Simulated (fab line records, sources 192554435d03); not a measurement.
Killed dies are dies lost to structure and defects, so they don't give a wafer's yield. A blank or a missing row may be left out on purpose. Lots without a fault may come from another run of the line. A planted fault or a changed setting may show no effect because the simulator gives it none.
Chamber matching | flow n5_finfet | N5_BEOL_M11_STRIP_67 on rie_diel-04: 4 sister chambers
The step strips in CF4. 4 wafers are shown with their chamber, then 7 later ones without.

WAFERS WITH THEIR CHAMBER
wafer  | chamber | drypump_motor_current_A (A)
L090.2 | 3       | 5.9
L090.6 | 2       | 5.7
L089.1 | 1       | 6.1
L089.5 | 0       | 4.7

WAFERS WITHOUT THEIR CHAMBER
wafer  | drypump_motor_current_A (A)
L089.6 | 6.1
L093.2 | 5.8
L093.4 | 4.7
L093.5 | 5.7
L094.1 | 5.9
L094.2 | 6.1
L094.3 | 5.7

WHICH CHAMBER EACH WENT THROUGH
wafer  | from the rows above     | in truth
L089.6 | 1                       | 1
L093.2 | can't be placed: 2 or 3 | 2
L093.4 | 0                       | 0
L093.5 | 2                       | 2
L094.1 | 3                       | 3
L094.2 | 1                       | 1
L094.3 | 2                       | 2
Placed correctly: 6 of 7. Can't be placed from these rows: 1 (the true chamber is among the candidates in 1). Placed wrongly: 0.
How it was worked out, from the rows above alone: a wafer's distance from a chamber is the root of the sum, over the readings, of the square of ((its reading less the chamber's mean) divided by the reading's scatter). The wafer belongs to the nearest chamber; if the next one is less than 2 further off, it can't be placed. A chamber's mean is the mean of its shown wafers. The scatter: with one shown wafer a chamber, the root of the mean of the squares of how far each hidden wafer lies from its nearest shown one.
